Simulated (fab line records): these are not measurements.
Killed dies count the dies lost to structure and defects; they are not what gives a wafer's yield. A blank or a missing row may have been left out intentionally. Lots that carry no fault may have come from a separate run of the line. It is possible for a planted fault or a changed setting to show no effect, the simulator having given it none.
Problem report in the 8D (eight disciplines) form, filled by code ; flow n5 finfet ; the parts of the form that need people (team, actions taken, sign-off) are left out

## 1. WHAT WENT WRONG
At N5_BEOL_M11_ETCH_65, etch rf on time s averages 128.3 s over 2 wafers from 2 lots, while fault-free wafers read 65.5 s, standard deviation 1.7. Measured from the usual mean, that is +37 standard deviations.
The step: etches SiARC in CF4, target depth 39 nm, time 65 s.
Earliest sighting: wafer L685.1 on rie diel-06 at day 13 04:32. At this step, 17 wafers from 6 lots have a number in the record. Rule for "out", or "out of limits": more than 4 standard deviations from the usual mean. Any other wafer with a number is counted as sound.

## 2. WHAT IT IS, AND WHAT IT ISN'T
question;is;is not
which readings at this step;etch rf on time s;drypump motor current A, showerhead plenum p Torr, throttle valve pct
which lots;L685, L686;L680, L684, L693, L694
which wafers of those lots;L685.1, L686.3;L685.4, L686.4, L686.5
read on which tools;rie diel-06;rie diel-03, rie diel-05
when;from day 13 04:32;"up to then (7 sound wafers); but 8 sound wafers of L686, L693, L694 came after"

## 3. SUSPECTS, AND WHAT RULES EACH OUT
Counting: a tool at a process step up to the reading stays a suspect if it ran every lot that is out. Sound lots after the first of them don't rule it out here, since some wafers of a struck lot are sound.
- rie diel-06 at N5_BEOL_M11_DESCUM_33 (chemistry O2, time 7.9 s): kept. It ran every lot that is out, first L685 (day 13 04:29); its last sound lot up to then is L684 (day 12 19:32).
- rie diel-06 at N5_BEOL_M11_ETCH_65 (etches SiARC in CF4, target depth 39 nm, time 65 s): kept. It ran every lot that is out, first L685 (day 13 04:32); its last sound lot up to then is L684 (day 12 19:35). Out on those wafers are its own readings of etch rf on time s.
The count leaves rie diel-06 at N5_BEOL_M11_ETCH_65 and rie diel-06 at N5_BEOL_M11_DESCUM_33.

## 4. THE CAUSE (what the simulator had put in)
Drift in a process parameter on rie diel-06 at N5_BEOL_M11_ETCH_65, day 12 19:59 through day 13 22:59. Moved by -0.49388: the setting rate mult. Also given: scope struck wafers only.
Counting left 2 suspects, and this tool is among them.

## 5. THE CHAIN OF EFFECTS, in route order
Rows list readings where the struck wafers' mean (over those with a number) sits beyond 3 standard deviations from the usual. Readings are gone through only where the record gives a usual standard deviation; hours: the median, over the lots, of the time from a lot's start at the first step in this table giving one to that lot's start at this step; sigmas: the change measured in usual standard deviations.
hours;step;reading;usual;on struck wafers;change;sigmas
0;N5_BEOL_M11_ETCH_65;etch rf on time s;65.5 s;128.3;+62.8;+37
Process steps it contains:
- N5_BEOL_M11_ETCH_65: etches SiARC in CF4, target depth 39 nm, time 65 s.

## 6. WHAT WOULD HAVE CAUGHT IT SOONER
In this record no reading fell out of limits until day 13 04:32, 9 hours after the fault had begun at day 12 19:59.
